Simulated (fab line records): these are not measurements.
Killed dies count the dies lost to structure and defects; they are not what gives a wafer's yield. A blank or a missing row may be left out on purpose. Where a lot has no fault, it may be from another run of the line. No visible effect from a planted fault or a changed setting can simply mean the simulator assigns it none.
One fault through the eyes of 3 desks | flow n5 finfet | only its own numbers are on each desk; what lay behind them is given at the end

## METROLOGY DESK
What the gauges read, lot by lot, whatever tool the lot ran on: means of the sampled wafers that have a number. Marked OUT: a lot whose mean sits more than 4 standard deviations from the usual mean, which makes it out of limits; the brackets give that distance. 7 of its 11 readings are shown, namely those furthest out on some lot.
Columns: A = SD_P_BLK_OVL at N5_SD_EPI_P_OVL_MEAS_10, usual 0.0 nm; B = DIBL_N at N5_BEOL_M4_RC_MEAS_101, usual 35.9 mV/V; C = IOFF_N at N5_BEOL_M4_RC_MEAS_101, usual 0.152 nA/um; D = ION_P at N5_BEOL_M4_RC_MEAS_101, usual 462 uA/um; E = SS_P at N5_BEOL_M4_RC_MEAS_101, usual 73.2 mV/dec; F = VT_N at N5_BEOL_M4_RC_MEAS_101, usual 250.3 mV; G = VT_P at N5_BEOL_M4_RC_MEAS_101, usual -250.6 mV
lot  | first seen here | A    | B    | C     | D   | E    | F     | G
L906 | day 3 16:55     | 0.0  | 33.7 | 0.138 | 463 | 72.6 | 250.6 | -250.3
L907 | day 4 01:02     | 0.7  | 35.9 | 0.160 | 458 | 73.5 | 250.0 | -253.1
L908 | day 4 05:04     | -0.1 | 36.4 | 0.140 | 459 | 73.0 | 252.7 | -252.6
L914 | day 5 20:27     | -0.2 | 37.6 | 0.204 | 461 | 73.3 | 244.3 | -251.0
L920 | day 7 04:04     | -1.0 | 35.4 | 0.144 | 463 | 73.1 | 251.3 | -250.1
L921 | day 7 12:58     | -0.0 | 36.4 | 0.142 | 456 | 73.1 | 250.4 | -253.4
L924 | day 8 05:56     | -0.3 | 35.9 | 0.158 | 454 | 73.3 | 249.6 | -254.8
L927 | day 8 22:44     | 0.4  | 35.5 | 0.137 | 471 | 73.0 | 251.2 | -246.5
Result from this desk: across the 8 lots, nothing is out of limits.

## TOOL OWNER'S DESK, rie diel-03
The tool's own readings at N5_SD_EPI_P_ETCH_36 (etches SiARC in CF4, target depth 45.5 nm, time 75.8 s): means of the sampled wafers that have a number, for each lot that ran on this tool. Marked OUT: a lot whose mean sits more than 4 standard deviations from the usual mean, which makes it out of limits; the brackets give that distance.
Columns: A = drypump motor current A at N5_SD_EPI_P_ETCH_36, usual 5.5 A; B = etch rf on time s at N5_SD_EPI_P_ETCH_36, usual 75.5 s; C = oes product au at N5_SD_EPI_P_ETCH_36, usual 0.67 a.u.; D = rf vpp V at N5_SD_EPI_P_ETCH_36, usual 184.1 V; E = showerhead plenum p Torr at N5_SD_EPI_P_ETCH_36, usual 2.14 Torr; F = throttle valve pct at N5_SD_EPI_P_ETCH_36, usual 15.55 %
lot  | first seen here | A   | B    | C    | D     | E    | F
L907 | day 4 01:08     | 5.4 | 76.6 | 0.66 | 183.6 | 2.09 | 15.60
L908 | day 4 05:10     | 5.6 | 76.3 | 0.63 | 185.1 | 2.14 | 15.90
L914 | day 5 20:33     | 5.5 | 76.5 | 0.63 | 183.7 | 2.13 | 15.81
Result from this desk: across the 3 lots, nothing is out of limits.

## THE DEFECT DESK
For each lot, the counts of the inspections along the route, averaged over the sampled wafers that have a number. Marked OUT: a lot whose mean sits more than 4 standard deviations from the usual mean, which makes it out of limits; the brackets give that distance.
Columns: A = raw defect count at N5_SD_EPI_P_INSPECT_26, usual 176; B = raw defect count at N5_SD_ACTIVATION_INSPECT_02, usual 175
lot  | first seen here | A              | B
L906 | day 3 21:34     | 211            | 221
L907 | day 4 04:50     | 145            | 163
L908 | day 4 08:50     | 178            | 178
L914 | day 6 00:15     | 485 (+8.6) OUT | 500 (+9.0) OUT
L920 | day 7 08:10     | 182            | 194
L921 | day 7 16:50     | 186            | 177
L924 | day 8 09:50     | 171            | 167
L927 | day 9 02:32     | 188            | 192
This desk's finding: out of limits on L914; first on L914, day 6 00:15 (raw defect count at N5_SD_EPI_P_INSPECT_26). In limits: L906, L907, L908, L920, L921, L924, L927.

## BROUGHT TOGETHER
The defect desk could have raised an alarm at day 6 00:15, on L914.
Metrology desk: nothing out of limits seen.
Nothing out of limits was seen by the tool owner's desk.
The metrology desk has L914 on record, within its limits.
On record at the tool owner's desk: L914, within its limits.
On rie diel-03, each named lot ran N5_SD_EPI_P_ETCH_36.

## WHAT HAD BEEN PUT IN BY THE SIMULATOR
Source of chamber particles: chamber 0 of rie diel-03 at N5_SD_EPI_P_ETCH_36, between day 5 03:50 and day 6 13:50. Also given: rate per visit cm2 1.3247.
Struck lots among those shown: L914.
Hours from the fault's start to each desk's first reading out of limits: the defect desk, 20.
